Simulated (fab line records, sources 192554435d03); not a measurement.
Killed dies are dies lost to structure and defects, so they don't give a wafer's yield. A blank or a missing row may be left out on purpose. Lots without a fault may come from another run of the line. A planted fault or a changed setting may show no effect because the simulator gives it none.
One fault seen from 2 desks | flow n5_finfet | each desk has only its own numbers; what lay behind them comes last

THE METROLOGY DESK
What the gauges read, lot by lot, whatever tool the lot ran on: means of the sampled wafers that have a number. A lot is out of limits, marked OUT, if its mean lies more than 4 standard deviations from the usual mean; the brackets give that distance. Of its 13 readings 7 are shown: the one that was out of limits first, and those that lie furthest out on some lot.
Columns: A = CJ_P at N5_BEOL_M4_RC_MEAS_101, usual 5.83; B = IOFF_P at N5_BEOL_M4_RC_MEAS_101, usual 0.210 nA/um; C = ION_P at N5_BEOL_M4_RC_MEAS_101, usual 464 uA/um; D = REXT_P at N5_BEOL_M4_RC_MEAS_101, usual 100.9 ohm.um; E = SS_N at N5_BEOL_M4_RC_MEAS_101, usual 71.4 mV/dec; F = VT_P at N5_BEOL_M4_RC_MEAS_101, usual -250 mV; G = VT_P_LVT at N5_BEOL_M4_RC_MEAS_101, usual -98.3 mV
lot  | first seen here | A               | B     | C              | D     | E    | F    | G
L200 | day 7 23:26     | 5.43            | 0.189 | 465            | 99.5  | 71.6 | -253 | -102.3
L201 | day 8 18:49     | 5.60            | 0.191 | 462            | 101.5 | 71.2 | -252 | -100.3
L204 | day 9 15:33     | 5.61            | 0.190 | 461            | 103.1 | 71.1 | -252 | -97.9
L207 | day 10 15:15    | 5.77            | 0.246 | 472            | 99.6  | 71.7 | -246 | -95.7
L209 | day 10 19:41    | 5.83            | 0.180 | 460            | 103.6 | 71.1 | -253 | -102.4
L210 | day 10 22:44    | 5.69            | 0.189 | 460            | 103.3 | 70.9 | -251 | -99.4
L217 | day 12 20:09    | 5.39            | 0.215 | 447            | 101.9 | 72.6 | -253 | -100.5
L218 | day 13 00:31    | 4.18 (-7.9) OUT | 0.150 | 421 (-6.2) OUT | 106.9 | 71.8 | -258 | -106.3
L222 | day 13 07:43    | 5.98            | 0.210 | 464            | 102.0 | 71.2 | -249 | -100.3
L223 | day 14 16:33    | 5.84            | 0.219 | 467            | 99.4  | 71.7 | -247 | -94.6
This desk's finding: out of limits on L218; first on L218, day 13 00:31 (CJ_P at N5_BEOL_M4_RC_MEAS_101). In limits: L200, L201, L204, L207, L209, L210, L217, L222, L223.

THE TOOL OWNER'S DESK: rie_si-03
The tool's own readings at N5_SD_EPI_P_SD_RECESS_17 (chemistry HBr/Cl2/O2, target depth 39.1 nm, bt time 3 s): means of the sampled wafers that have a number, for each lot that ran on this tool. A lot is out of limits, marked OUT, if its mean lies more than 4 standard deviations from the usual mean; the brackets give that distance.
Columns: A = drypump_motor_current_A at N5_SD_EPI_P_SD_RECESS_17, usual 5.9 A; B = oes_product_au at N5_SD_EPI_P_SD_RECESS_17, usual 1.007 a.u.; C = throttle_valve_pct at N5_SD_EPI_P_SD_RECESS_17, usual 37.07 %
lot  | first seen here | A   | B     | C
L200 | day 3 05:29     | 6.1 | 1.003 | 37.15
L201 | day 3 11:40     | 6.6 | 1.013 | 37.30
L207 | day 5 20:34     | 6.1 | 1.013 | 37.07
L217 | day 7 14:01     | 6.5 | 1.013 | 37.05
L218 | day 7 19:22     | 6.2 | 1.012 | 37.34
This desk's finding: nothing out of limits on any of the 5 lots.

PUT TOGETHER
The metrology desk could have raised an alarm at day 13 00:31, on L218.
The tool owner's desk saw nothing out of limits.
The tool owner's desk has L218 on record, within its limits.
Of the lots named, all ran N5_SD_EPI_P_SD_RECESS_17 on rie_si-03.

WHAT THE SIMULATOR HAD PUT IN
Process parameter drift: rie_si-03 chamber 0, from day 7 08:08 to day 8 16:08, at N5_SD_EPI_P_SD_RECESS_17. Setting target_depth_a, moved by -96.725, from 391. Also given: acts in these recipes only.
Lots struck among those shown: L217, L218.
Hours from the fault's start to each desk's first reading out of limits: the metrology desk, 136.
